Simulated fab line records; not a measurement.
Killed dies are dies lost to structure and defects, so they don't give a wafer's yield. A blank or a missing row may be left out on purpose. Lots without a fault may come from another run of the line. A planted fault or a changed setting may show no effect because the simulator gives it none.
Which tool is to blame? -- flow n5 finfet -- 12 lots with 36 wafers sampled at 4 steps, on a route of 1938 steps

WHAT THE GAUGES SHOWED, per wafer
N5_BEOL_M9_THK_MEAS_53: measures by xrf.
lot,measured,on,M9_THK (nm)
L075,day 11 03:43,film metro-02,136 141 139
L077,day 11 15:55,film metro-01,135 140 139
L078,day 11 19:41,film metro-02,133 138 134
L081,day 12 02:25,film metro-01,137 141 140
L082,day 13 00:37,film metro-02,138 134 141
L086,day 13 16:07,film metro-01,140 143 147
L085,day 14 02:46,film metro-01,144 144 145
L090,day 14 22:48,film metro-01,140 149 143
L089,day 15 08:15,film metro-02,144 141 142
L094,day 16 04:19,film metro-01,132 134 135
L096,day 16 02:08,film metro-02,142 144 145
L097,day 17 07:21,film metro-02,148 145 144

WHICH TOOL RAN EACH LOT (tool, then ch and the chambers of the sampled wafers, then the start)
lot,N5_BEOL_M9_PECVD_70,N5_BEOL_M9_ETCH_66,N5_BEOL_M9_SURFACE_TREAT_79
L075,"pecvd-03 ch 0,1, day 10 21:49","rie diel-04 ch 0,1,2, day 11 00:48","pvd sputter-03, day 11 02:15"
L077,"pecvd-02 ch 0,2, day 11 05:55","rie diel-01 ch 1,2, day 11 11:14","pvd sputter-03, day 11 14:41"
L078,"pecvd-04 ch 0,1,2, day 11 08:20","rie diel-04 ch 1,2, day 11 14:58","pvd sputter-01, day 11 18:21"
L081,"pecvd-02 ch 0,1, day 11 17:16","rie diel-04 ch 0,1,3, day 11 23:35","pvd sputter-02, day 12 01:17"
L082,"pecvd-03 ch 0,1,2, day 12 16:24","rie diel-04 ch 1,2, day 12 22:04","pvd sputter-01, day 12 23:22"
L086,"pecvd-02 ch 0,1,2, day 13 07:11","rie diel-03 ch 0,1,3, day 13 12:37","pvd sputter-02, day 13 14:28"
L085,"pecvd-02 ch 0,1,2, day 13 18:20","rie diel-04 ch 0,3, day 13 22:29","pvd sputter-03, day 13 23:59"
L090,"pecvd-02 ch 0,1,2, day 14 14:16","rie diel-01 ch 0,1,2, day 14 20:25","pvd sputter-01, day 14 21:46"
L089,"pecvd-03 ch 1,2, day 15 01:26","rie diel-04 ch 0,2, day 15 04:58","pvd sputter-02, day 15 07:13"
L094,"pecvd-04 ch 0,1,2, day 15 16:25","rie diel-01 ch 1,2, day 15 23:26","pvd sputter-03, day 16 02:28"
L096,"pecvd-03 ch 0,1, day 15 17:02","rie diel-03 ch 1,2,3, day 15 22:30","pvd sputter-02, day 16 00:15"
L097,"pecvd-04 ch 0,1,2, day 16 23:32","rie diel-01 ch 0,3, day 17 04:35","pvd sputter-02, day 17 05:56"
- N5_BEOL_M9_PECVD_70: deposits SiO2 from TEOS/O2, target thk 20 nm, time 22.7 s.
- N5_BEOL_M9_ETCH_66: etches SOC in N2/H2, target depth 80 nm, overetch 16 nm, time 120 s.
- N5_BEOL_M9_SURFACE_TREAT_79

THE ANSWER, worked out from the rows above alone
Rule: usual is defined by the lots themselves. Put in order of their means at a reading, lots are off if they are a third of the lots or fewer, leave a main group of 4 or more, and stand apart from it by a gap of 3 or more times the standard deviation of the main group's means; of several such gaps the widest counts. If all means in a main group match to the digits the tables above print for the reading, that group is not used. Also off: a lot with no number at a reading for which 4 or more lots have one. The other lots that the step has rows for count as sound.
None of the lots is off at any reading shown; this tells nothing.

WHAT WAS PUT IN BY THE SIMULATOR
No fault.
